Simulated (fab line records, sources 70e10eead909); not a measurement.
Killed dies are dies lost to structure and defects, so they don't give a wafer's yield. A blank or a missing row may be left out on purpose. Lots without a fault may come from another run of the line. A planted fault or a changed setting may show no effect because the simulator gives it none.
Chamber matching | flow nand_harc | NHARC_A_CONTACT_CMP_20 on cmp-04: 4 sister chambers
The step polishes, t overpolish 30 s, target thk 300 nm. 7 wafers are shown with their chamber, then 9 later ones without.

WAFERS WITH THEIR CHAMBER
wafer  | chamber | motor_current_A (A) | time_to_endpoint_s (s)
L077.1 | 3       | 12.3                | 51
L077.2 | 0       | 12.8                | 50
L078.2 | 0       | 12.6                | 60
L085.6 | 2       | 13.7                | 60
L089.1 | 1       | 14.1                | 63
L089.5 | 1       | 14.2                | 61
L089.6 | 2       | 13.7                | 62

WAFERS WITHOUT THEIR CHAMBER
wafer  | motor_current_A (A) | time_to_endpoint_s (s)
L091.1 | 14.4                | 59
L091.4 | 12.2                | 55
L091.5 | 14.2                | 62
L092.1 | 12.9                | 58
L092.3 | 12.5                | 59
L092.5 | 13.8                | 60
L093.3 | 14.3                | 58
L093.5 | 13.9                | 57
L093.6 | 13.3                | 59

WHICH CHAMBER EACH WENT THROUGH
wafer  | from the rows above     | in truth
L091.1 | 1                       | 1
L091.4 | 3                       | 3
L091.5 | 1                       | 1
L092.1 | 0                       | 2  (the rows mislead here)
L092.3 | can't be placed: 0 or 3 | 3
L092.5 | 2                       | 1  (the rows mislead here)
L093.3 | 1                       | 1
L093.5 | can't be placed: 2 or 1 | 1
L093.6 | 2                       | 2
Placed correctly: 5 of 9. Can't be placed from these rows: 2 (the true chamber is among the candidates in 2). Placed wrongly: 2.
How it was worked out, from the rows above alone: a wafer's distance from a chamber is the root of the sum, over the readings, of the square of ((its reading less the chamber's mean) divided by the reading's scatter). The wafer belongs to the nearest chamber; if the next one is less than 2 further off, it can't be placed. A chamber's mean is the mean of its shown wafers. The scatter: the root of (the sum of the squares of (reading less its chamber's mean) over the shown wafers, divided by (wafers less chambers)).
